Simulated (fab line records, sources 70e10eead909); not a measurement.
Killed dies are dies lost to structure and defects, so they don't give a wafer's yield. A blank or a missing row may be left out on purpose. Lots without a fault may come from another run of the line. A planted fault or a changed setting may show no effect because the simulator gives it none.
A struck lot beside a sound one | flow nand_harc | 15 steps out of a route of 1302
Sound: wafers L837.1, L837.5, L837.6. Struck: wafers L827.1, L827.3, L827.4. The cause comes at the end.
At each step with rows: each side's tool, then ch and its chambers, then its first start. Under that, the readings that differ: sound wafers | struck wafers | difference of the means | sigmas: that difference in standard deviations of wafers without a fault.
alike: readings whose means differ by less than 2 such deviations, and words and numbers that are the same on both sides. not compared: withheld readings, readings that some wafer has no value for, bounds like >300 that may hide the same value, and numbers for which the record gives no deviation and whose values overlap.
The two part at a step that has a row with sigmas, a row that says differs or no value, or rows on one side only. Numbers that don't overlap but have no deviation are shown without sigmas and don't part them. A reading that every wafer of one side lacks parts them only if that side has two wafers or more.

first, 2 steps without rows for these wafers: NHARC_A_CHANNEL_HOLE_D2_STRIP_42 (strips in CF4/CHF3); NHARC_A_CHANNEL_HOLE_D2_STRIP_43 (strips in O2/COS).
NHARC_A_CHANNEL_HOLE_D2_ETCH_44: etches the open film in CF4/O2, target depth 140 nm, overetch 14 nm, time 77 s.
  sound on rie_diel-01 ch 0,1,3, day 19 12:52; struck on rie_diel-01 ch 2,3, day 15 10:02
  alike: drypump_motor_current_A, oes_product_au, rf_vpp_V, showerhead_plenum_p_Torr, throttle_valve_pct
  not compared: rf_hours_counter_h
NHARC_A_CHANNEL_HOLE_D2_STRIP_28: strips in O2.
  sound on rie_diel-01 ch 0,3; struck on rie_diel-01 ch 1,2
  alike: drypump_motor_current_A, oes_product_au, rf_vpp_V, showerhead_plenum_p_Torr, throttle_valve_pct
  not compared: rf_hours_counter_h
then, 2 steps without rows for these wafers: NHARC_A_CHANNEL_HOLE_D2_PRECLEAN_29 (cleans in SC1); NHARC_A_CHANNEL_HOLE_D2_SRD_30.
NHARC_A_CHANNEL_HOLE_D2_CD_MEAS_31:
  sound on cd_sem-02, day 19 13:39; struck on cd_sem-02, day 15 10:56
  alike: cd_nm
NHARC_A_CHANNEL_HOLE_D2_XSEM_32:
  sound on xsem-02 ch 0, day 19 13:44; struck on xsem-01 ch 0, day 15 11:01
  alike: bot_cd_nm, bow_nm, tilt_deg
NHARC_A_CHANNEL_HOLE_D2_INSPECT_40:
  sound on defect_inspect-01, day 19 13:50; struck on defect_inspect-02, day 15 11:07
  alike: raw_defect_count
then, 2 steps without rows for these wafers: NHARC_A_CHANNEL_FILL_D2_PRECLEAN_00 (cleans in SC1); NHARC_A_CHANNEL_FILL_D2_SRD_01.
NHARC_A_CHANNEL_FILL_D2_ALD_02: deposits SiO2, target thk 6 nm, pulse time 10 s, ald cycles 60.
  sound on ald_hk-04 ch 1,2, day 19 14:02; struck on ald_hk-03 ch 1,2,3, day 15 11:19
  alike: heater_power_w, precursor_pulse_height_rel, susceptor_temp_C
NHARC_A_CHANNEL_FILL_D2_ALD_03: deposits SiNx, target thk 6 nm, pulse time 60 s, ald cycles 58.
  sound on ald_sin_batch-02 ch 0, day 19 17:29; struck on ald_sin_batch-02 ch 0, day 15 12:29
  reading              | sound             | struck            | difference | sigmas
  susceptor_temp_C (C) | 629.9 630.1 630.1 | 646.0 646.5 646.0 | +16.1      | +47
  alike: precursor_pulse_height_rel
NHARC_A_CHANNEL_FILL_D2_ALD_14: deposits SiO2, target thk 2.5 nm, pulse time 10 s, ald cycles 25.
  sound on ald_hk-04 ch 0,1,2, day 19 21:11; struck on ald_hk-03 ch 0,2,3, day 15 16:05
  reading              | sound                | struck | difference                    | sigmas
  susceptor_temp_C (C) | 300.22 299.82 299.99 | - - -  | no value on the struck wafers |
  alike: heater_power_w, precursor_pulse_height_rel
then, 1 step without rows for these wafers: NHARC_END_SORT_01.

WHERE THEY PART
First at NHARC_A_CHANNEL_FILL_D2_ALD_03; last, within this record, at NHARC_A_CHANNEL_FILL_D2_ALD_14.

WHY: what the simulator had put in
Process parameter drift: ald_sin_batch-02, from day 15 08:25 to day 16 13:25, at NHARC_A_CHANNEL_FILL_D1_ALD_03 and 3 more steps. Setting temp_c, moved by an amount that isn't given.
